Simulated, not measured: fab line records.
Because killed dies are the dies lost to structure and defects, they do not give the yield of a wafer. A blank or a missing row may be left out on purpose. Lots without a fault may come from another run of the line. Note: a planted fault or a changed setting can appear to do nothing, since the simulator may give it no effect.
Which tool did it?	flow n5_finfet	24 lots, 72 wafers sampled, at 6 steps of a route of 1938

WHAT THE GAUGES READ, wafer by wafer
N5_BEOL_M5_THK_MEAS_53: measures by xrf. Usual: for M5_THK the level is 63.3 nm and the standard deviation is 1.4.
lot	measured	on	M5_THK (nm)	flag
L075	day 8 08:53	film_metro-02	62.7 62.6 62.7	
L074	day 8 14:35	film_metro-01	63.4 61.1 63.3	
L076	day 8 19:04	film_metro-01	62.6 62.4 63.4	
L077	day 9 02:25	film_metro-01	64.2 63.0 62.7	
L078	day 9 07:46	film_metro-01	64.9 62.6 63.5	
L079	day 9 17:18	film_metro-02	60.7 62.8 65.0	
L080	day 9 18:40	film_metro-02	62.0 63.0 63.6	
L081	day 10 14:06	film_metro-02	61.5 64.8 62.4	
L083	day 11 00:21	film_metro-01	63.0 63.8 61.5	
L082	day 10 15:07	film_metro-02	67.2 64.8 63.8	
L084	day 11 07:45	film_metro-01	62.3 61.3 63.7	
L085	day 11 08:02	film_metro-02	63.8 62.7 61.5	
L086	day 11 09:11	film_metro-01	64.3 62.8 63.5	
L087	day 11 15:13	film_metro-02	63.5 62.6 61.8	
L089	day 12 03:09	film_metro-02	63.7 61.2 61.4	
L088	day 12 05:32	film_metro-02	65.3 64.1 63.4	
L091	day 12 11:47	film_metro-02	64.3 64.8 63.0	
L092	day 12 17:22	film_metro-02	64.0 62.0 62.9	
L090	day 12 20:20	film_metro-01	65.4 64.7 64.7	
L093	day 13 18:14	film_metro-02	63.4 62.4 63.1	
L095	day 13 18:31	film_metro-01	65.2 62.2 63.2	
L094	day 13 20:02	film_metro-02	63.8 61.5 61.3	
L096	day 13 23:25	film_metro-01	63.1 61.5 60.6	
L097	day 14 00:46	film_metro-01	62.1 61.8 63.0	

WHICH TOOL RAN EACH LOT (tool, then ch and the chambers of the sampled wafers, then the start)
lot	N5_BEOL_M4_ANNEAL_49	N5_BEOL_M4_SPUTTER_92	N5_BEOL_M4_CO_CAP_55	N5_BEOL_M5_STRIP_64	N5_BEOL_M5_SPUTTER_48
L075	pvd_sputter-01, day 7 16:27	pvd_sputter-01, day 7 17:41	cvd_co-02 ch 0,2, day 7 18:59	rie_diel-05 ch 0,3, day 7 23:22	pvd_sputter-03, day 8 03:32
L074	pvd_sputter-02, day 8 00:13	pvd_sputter-02, day 8 01:28	cvd_co-02 ch 0,1,2, day 8 02:46	rie_diel-03 ch 2,3, day 8 06:23	pvd_sputter-02, day 8 09:27
L076	pvd_sputter-02, day 8 02:19	pvd_sputter-02, day 8 03:34	cvd_co-01 ch 0,1,2, day 8 05:19	rie_diel-05 ch 2,3, day 8 09:07	pvd_sputter-01, day 8 13:56
L077	pvd_sputter-01, day 8 09:28	pvd_sputter-01, day 8 10:43	cvd_co-02 ch 0,2, day 8 12:01	rie_diel-05 ch 0,1,2, day 8 16:38	pvd_sputter-03, day 8 21:05
L078	pvd_sputter-03, day 8 13:07	pvd_sputter-03, day 8 14:27	cvd_co-02 ch 0,1, day 8 15:48	rie_diel-01 ch 0,1,2, day 8 20:07	pvd_sputter-01, day 9 02:37
L079	pvd_sputter-01, day 9 00:38	pvd_sputter-01, day 9 01:53	cvd_co-01 ch 0,2, day 9 03:15	rie_diel-05 ch 0,1,2, day 9 07:33	pvd_sputter-01, day 9 12:10
L080	pvd_sputter-03, day 9 01:46	pvd_sputter-03, day 9 03:01	cvd_co-01 ch 0,1,2, day 9 04:46	rie_diel-03 ch 1,2,3, day 9 07:59	pvd_sputter-03, day 9 13:31
L081	pvd_sputter-02, day 9 17:36	pvd_sputter-02, day 9 18:50	cvd_co-02 ch 0,1,2, day 9 20:14	rie_diel-03 ch 0,1,2, day 9 23:42	pvd_sputter-01, day 10 06:33
L083	pvd_sputter-02, day 9 20:41	pvd_sputter-02, day 10 09:09	cvd_co-02 ch 0,1, day 10 10:31	rie_diel-03 ch 0,1,2, day 10 15:34	pvd_sputter-02, day 10 19:13
L082	pvd_sputter-01, day 9 23:01	pvd_sputter-01, day 10 00:16	cvd_co-02 ch 0,1,2, day 10 01:34	rie_diel-03 ch 1,2,3, day 10 04:18	pvd_sputter-03, day 10 08:47
L084	pvd_sputter-01, day 10 14:31	pvd_sputter-01, day 10 15:46	cvd_co-01 ch 0,1,2, day 10 17:11	rie_diel-03 ch 0,2,3, day 10 22:46	pvd_sputter-03, day 11 02:36
L085	pvd_sputter-01, day 10 17:29	pvd_sputter-01, day 10 18:44	cvd_co-01 ch 0,2, day 10 20:07	rie_diel-01 ch 0,1,3, day 10 23:36	pvd_sputter-01, day 11 02:52
L086	pvd_sputter-03, day 10 18:08	pvd_sputter-03, day 10 19:23	cvd_co-02 ch 1,2, day 10 20:41	rie_diel-01 ch 1,3, day 11 00:34	pvd_sputter-02, day 11 04:01
L087	pvd_sputter-03, day 10 22:10	pvd_sputter-03, day 10 23:24	cvd_co-02 ch 0,1,2, day 11 00:43	rie_diel-05 ch 1,2, day 11 04:20	pvd_sputter-02, day 11 10:05
L089	pvd_sputter-03, day 11 11:47	pvd_sputter-03, day 11 13:02	cvd_co-02 ch 1,2, day 11 14:22	rie_diel-03 ch 0,1,3, day 11 18:10	pvd_sputter-01, day 11 22:00
L088	pvd_sputter-01, day 11 15:12	pvd_sputter-01, day 11 16:26	cvd_co-01 ch 0,1,2, day 11 18:06	rie_diel-05 ch 1,2,3, day 11 21:45	pvd_sputter-03, day 12 00:23
L091	pvd_sputter-02, day 11 19:50	pvd_sputter-02, day 11 21:04	cvd_co-02 ch 0,1,2, day 11 22:23	rie_diel-01 ch 2,3, day 12 03:39	pvd_sputter-01, day 12 06:39
L092	pvd_sputter-02, day 12 03:11	pvd_sputter-02, day 12 04:26	cvd_co-02 ch 0,1, day 12 05:45	rie_diel-03 ch 1,3, day 12 08:37	pvd_sputter-02, day 12 12:13
L090	pvd_sputter-03, day 12 05:08	pvd_sputter-03, day 12 06:22	cvd_co-02 ch 0,1, day 12 07:40	rie_diel-01 ch 0,1, day 12 12:30	pvd_sputter-01, day 12 15:09
L093	pvd_sputter-03, day 13 01:31	pvd_sputter-03, day 13 02:46	cvd_co-02 ch 0,1, day 13 04:07	rie_diel-03 ch 0,3, day 13 07:57	pvd_sputter-01, day 13 13:05
L095	pvd_sputter-03, day 13 03:41	pvd_sputter-03, day 13 04:55	cvd_co-02 ch 0,1, day 13 06:15	rie_diel-03 ch 0,1,3, day 13 09:10	pvd_sputter-03, day 13 13:13
L094	pvd_sputter-02, day 13 04:42	pvd_sputter-02, day 13 05:56	cvd_co-02 ch 0,1, day 13 07:17	rie_diel-03 ch 1,2, day 13 11:07	pvd_sputter-02, day 13 14:53
L096	pvd_sputter-01, day 13 05:20	pvd_sputter-01, day 13 06:35	cvd_co-01 ch 0,2, day 13 07:53	rie_diel-01 ch 0,3, day 13 12:44	pvd_sputter-03, day 13 18:17
L097	pvd_sputter-02, day 13 07:04	pvd_sputter-02, day 13 08:18	cvd_co-01 ch 1,2, day 13 09:36	rie_diel-01 ch 0,1,3, day 13 13:15	pvd_sputter-02, day 13 19:36
- N5_BEOL_M4_ANNEAL_49: time 240 s.
- N5_BEOL_M4_SPUTTER_92: material Cu, target thk 4.5 nm, time 8.29 s.
- N5_BEOL_M4_CO_CAP_55: material Co, precursor CCTBA/H2, target thk 2 nm, time 102.1 s.
- N5_BEOL_M5_STRIP_64: strips in CF4.
- N5_BEOL_M5_SPUTTER_48: material Cu, target thk 15 nm, time 27.62 s.

AS READ BY THE TOOLS THEMSELVES (means over the sampled wafers that have a number; for cases with no such wafer, the mark the record gives instead)
N5_BEOL_M4_ANNEAL_49. Usual: heater_power_w at 861 W, with a standard deviation of 110.
lot	tool	heater_power_w (W)	flag
L075	pvd_sputter-01	854	
L074	pvd_sputter-02	939	
L076	pvd_sputter-02	912	
L077	pvd_sputter-01	887	
L078	pvd_sputter-03	741	
L079	pvd_sputter-01	865	
L080	pvd_sputter-03	788	
L081	pvd_sputter-02	1029	
L083	pvd_sputter-02	917	
L082	pvd_sputter-01	912	
L084	pvd_sputter-01	850	
L085	pvd_sputter-01	919	
L086	pvd_sputter-03	819	
L087	pvd_sputter-03	826	
L089	pvd_sputter-03	740	
L088	pvd_sputter-01	930	
L091	pvd_sputter-02	1013	
L092	pvd_sputter-02	937	
L090	pvd_sputter-03	824	
L093	pvd_sputter-03	783	
L095	pvd_sputter-03	800	
L094	pvd_sputter-02	1031	
L096	pvd_sputter-01	869	
L097	pvd_sputter-02	920	

N5_BEOL_M4_SPUTTER_92. Usual: chamber_pressure_pa 0.07002 Pa, standard deviation 0.00013; chuck_sensor_temp_C -16.3 C, standard deviation 0.75; throttle_valve_pct 30.1 %, standard deviation 0.43.
lot	tool	chamber_pressure_pa (Pa)	chuck_sensor_temp_C (C)	throttle_valve_pct (%)	flag
L075	pvd_sputter-01	0.07006	-16.3	30.3	
L074	pvd_sputter-02	0.06987	-16.1	30.6	
L076	pvd_sputter-02	0.07002	-16.8	30.0	
L077	pvd_sputter-01	0.07006	-16.2	30.4	
L078	pvd_sputter-03	0.06999	-15.9	30.3	
L079	pvd_sputter-01	0.06997	-16.6	29.9	
L080	pvd_sputter-03	0.06995	-15.7	30.1	
L081	pvd_sputter-02	0.06995	-16.7	30.1	
L083	pvd_sputter-02	0.06999	-16.8	30.0	
L082	pvd_sputter-01	0.06995	-16.5	29.6	
L084	pvd_sputter-01	0.06998	-16.2	30.1	
L085	pvd_sputter-01	0.07012	-16.5	29.7	
L086	pvd_sputter-03	0.07016	-16.0	30.1	
L087	pvd_sputter-03	0.07003	-15.7	30.0	
L089	pvd_sputter-03	0.07002	-15.9	30.4	
L088	pvd_sputter-01	0.07012	-16.5	29.8	
L091	pvd_sputter-02	0.06985	-17.5	29.8	
L092	pvd_sputter-02	0.07003	-16.9	30.1	
L090	pvd_sputter-03	0.06996	-15.8	29.9	
L093	pvd_sputter-03	0.06988	-15.5	30.2	
L095	pvd_sputter-03	0.07004	-15.7	30.0	
L094	pvd_sputter-02	0.07002	-16.7	30.3	
L096	pvd_sputter-01	0.07011	-16.0	30.2	
L097	pvd_sputter-02	0.07008	-16.8	30.2	

N5_BEOL_M4_CO_CAP_55. Usual: heater_power_w at 240 W, with a standard deviation of 31.
lot	tool	heater_power_w (W)	flag
L075	cvd_co-02	244	
L074	cvd_co-02	246	
L076	cvd_co-01	227	
L077	cvd_co-02	244	
L078	cvd_co-02	227	
L079	cvd_co-01	223	
L080	cvd_co-01	228	
L081	cvd_co-02	251	
L083	cvd_co-02	230	
L082	cvd_co-02	249	
L084	cvd_co-01	228	
L085	cvd_co-01	226	
L086	cvd_co-02	277	
L087	cvd_co-02	250	
L089	cvd_co-02	273	
L088	cvd_co-01	230	
L091	cvd_co-02	244	
L092	cvd_co-02	228	
L090	cvd_co-02	256	
L093	cvd_co-02	255	
L095	cvd_co-02	251	
L094	cvd_co-02	226	
L096	cvd_co-01	221	
L097	cvd_co-01	234	

N5_BEOL_M5_STRIP_64. Usual: drypump_motor_current_A 5.8 A, standard deviation 0.4; oes_product_au 0.78 a.u., standard deviation 0.063; rf_vpp_V 271.3 V, standard deviation 1.2; showerhead_plenum_p_Torr 1.80 Torr, standard deviation 0.038; throttle_valve_pct 13.54 %, standard deviation 0.27.
lot	tool	drypump_motor_current_A (A)	oes_product_au (a.u.)	rf_vpp_V (V)	showerhead_plenum_p_Torr (Torr)	throttle_valve_pct (%)	flag
L075	rie_diel-05	5.6	0.73	271.6	1.79	14.05	
L074	rie_diel-03	5.7	0.79	270.9	1.81	13.48	
L076	rie_diel-05	5.3	0.79	271.4	1.81	13.71	
L077	rie_diel-05	5.6	0.79	271.4	1.80	13.59	
L078	rie_diel-01	5.7	0.80	271.0	1.79	13.45	
L079	rie_diel-05	5.6	0.78	272.2	1.80	13.60	
L080	rie_diel-03	5.9	0.79	271.1	1.83	13.50	
L081	rie_diel-03	5.9	0.75	270.7	1.80	13.52	
L083	rie_diel-03	5.9	0.74	271.8	1.80	13.53	
L082	rie_diel-03	6.0	0.77	272.0	1.83	13.50	
L084	rie_diel-03	6.0	0.79	270.6	1.78	13.46	
L085	rie_diel-01	5.5	0.83	271.3	1.81	13.43	
L086	rie_diel-01	5.5	0.85	271.4	1.82	13.41	
L087	rie_diel-05	5.8	0.80	271.0	1.81	13.58	
L089	rie_diel-03	6.1	0.78	271.5	1.80	13.48	
L088	rie_diel-05	5.5	0.78	271.3	1.81	13.68	
L091	rie_diel-01	5.5	0.84	272.3	1.78	13.32	
L092	rie_diel-03	6.2	0.80	272.5	1.83	13.46	
L090	rie_diel-01	5.7	0.78	271.3	1.80	13.56	
L093	rie_diel-03	6.2	0.78	270.1	1.76	13.45	
L095	rie_diel-03	6.2	0.76	271.4	1.80	13.52	
L094	rie_diel-03	5.9	0.71	272.0	1.83	13.65	
L096	rie_diel-01	5.3	0.83	271.6	1.81	13.39	
L097	rie_diel-01	5.5	0.80	271.2	1.80	13.48	

N5_BEOL_M5_SPUTTER_48. Usual: chamber_pressure_pa 0.06999 Pa, standard deviation 0.00015; chuck_sensor_temp_C -16.3 C, standard deviation 0.72; throttle_valve_pct 30.0 %, standard deviation 0.43.
lot	tool	chamber_pressure_pa (Pa)	chuck_sensor_temp_C (C)	throttle_valve_pct (%)	flag
L075	pvd_sputter-03	0.06998	-15.5	30.1	
L074	pvd_sputter-02	0.07002	-16.3	30.2	
L076	pvd_sputter-01	0.06993	-16.9	29.7	
L077	pvd_sputter-03	0.06992	-15.9	30.2	
L078	pvd_sputter-01	0.06993	-16.8	29.7	
L079	pvd_sputter-01	0.07014	-16.3	30.0	
L080	pvd_sputter-03	0.07005	-15.9	30.1	
L081	pvd_sputter-01	0.06975	-16.3	30.1	
L083	pvd_sputter-02	0.06999	-17.0	30.2	
L082	pvd_sputter-03	0.06994	-16.0	29.9	
L084	pvd_sputter-03	0.07012	-15.6	30.2	
L085	pvd_sputter-01	0.07012	-16.6	29.7	
L086	pvd_sputter-02	0.07021	-17.4	29.8	
L087	pvd_sputter-02	0.06998	-17.0	30.2	
L089	pvd_sputter-01	0.07005	-16.5	29.7	
L088	pvd_sputter-03	0.07005	-15.7	29.8	
L091	pvd_sputter-01	0.07011	-16.2	30.4	
L092	pvd_sputter-02	0.06993	-16.8	30.1	
L090	pvd_sputter-01	0.07012	-16.3	30.2	
L093	pvd_sputter-01	0.06988	-16.2	30.1	
L095	pvd_sputter-03	0.07007	-15.8	30.2	
L094	pvd_sputter-02	0.07004	-16.9	30.1	
L096	pvd_sputter-03	0.06998	-15.9	29.9	
L097	pvd_sputter-02	0.06991	-16.7	30.0	

THE ANSWER, worked out from the rows above alone
Rule: a lot is off if the mean of its wafers that have a number lies more than 3 standard deviations from the usual mean. A lot without any number at a reading at which 4 lots or more have one is off too. The other lots that the step has rows for count as sound. The gauges are gone through in route order, then the tools' own readings, and for those a lot's mean is taken as printed above. At the first step where some lot is off, the reading lying furthest off is the one used; lots without a number count as furthest.
Across all readings shown, no lot is off: no conclusion can be drawn from this.

WHAT THE SIMULATOR HAD PUT IN
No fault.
